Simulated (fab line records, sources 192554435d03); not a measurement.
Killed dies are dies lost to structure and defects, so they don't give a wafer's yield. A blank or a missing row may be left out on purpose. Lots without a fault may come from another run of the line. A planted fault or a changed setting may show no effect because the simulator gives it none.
Chamber matching | flow n5_finfet | N5_BEOL_M0_SAQP_STRIP_108 on rie_diel-05: 4 sister chambers
The step strips in N2/H2. 14 wafers are shown with their chamber, then 7 later ones without.

WAFERS WITH THEIR CHAMBER
wafer  | chamber | showerhead_plenum_p_Torr (Torr) | throttle_valve_pct (%) | oes_product_au (a.u.)
L716.1 | 0       | 3.19                            | 19.42                  | 0.70
L716.3 | 1       | 3.22                            | 19.08                  | 0.74
L716.5 | 0       | 3.19                            | 19.41                  | 0.71
L722.2 | 0       | 3.18                            | 19.43                  | 0.71
L722.3 | 1       | 3.22                            | 19.09                  | 0.75
L722.4 | 3       | 3.59                            | 18.76                  | 0.96
L724.2 | 3       | 3.59                            | 18.74                  | 0.95
L724.3 | 2       | 3.46                            | 18.83                  | 0.71
L724.4 | 1       | 3.21                            | 19.08                  | 0.74
L736.3 | 3       | 3.58                            | 18.81                  | 0.89
L736.4 | 1       | 3.20                            | 19.14                  | 0.71
L736.5 | 2       | 3.45                            | 18.86                  | 0.69
L731.3 | 2       | 3.45                            | 18.87                  | 0.69
L731.5 | 0       | 3.16                            | 19.51                  | 0.68

SIGNATURES (means of the wafers above)
reading                  | chamber 0 | chamber 1 | chamber 2 | chamber 3 | scatter within a chamber
showerhead_plenum_p_Torr | 3.1800    | 3.2125    | 3.4533    | 3.5867    | 0.01
throttle_valve_pct       | 19.4425   | 19.0975   | 18.8533   | 18.7700   | 0.035
oes_product_au           | 0.7000    | 0.7350    | 0.6967    | 0.9333    | 0.0215
Rule: a wafer's distance from a chamber is the root of the sum, over the readings, of the square of ((its reading less the chamber's mean) divided by the reading's scatter). The wafer belongs to the nearest chamber; if the next one is less than 2 further off, it can't be placed. The scatter: the root of (the sum of the squares of (reading less its chamber's mean) over the shown wafers, divided by (wafers less chambers)).

WAFERS WITHOUT THEIR CHAMBER
wafer  | showerhead_plenum_p_Torr (Torr) | throttle_valve_pct (%) | oes_product_au (a.u.)
L731.6 | 3.58                            | 18.82                  | 0.88
L734.2 | 3.20                            | 19.15                  | 0.71
L734.4 | 3.45                            | 18.88                  | 0.69
L734.6 | 3.20                            | 19.15                  | 0.72
L735.2 | 3.16                            | 19.51                  | 0.67
L735.3 | 3.57                            | 18.83                  | 0.88
L735.6 | 3.45                            | 18.87                  | 0.69

WHICH CHAMBER EACH WENT THROUGH
wafer  | from the rows above | in truth
L731.6 | 3                   | 3
L734.2 | 1                   | 1
L734.4 | 2                   | 2
L734.6 | 1                   | 1
L735.2 | 0                   | 0
L735.3 | 3                   | 3
L735.6 | 2                   | 2
Placed correctly: 7 of 7. Can't be placed from these rows: 0. Placed wrongly: 0.
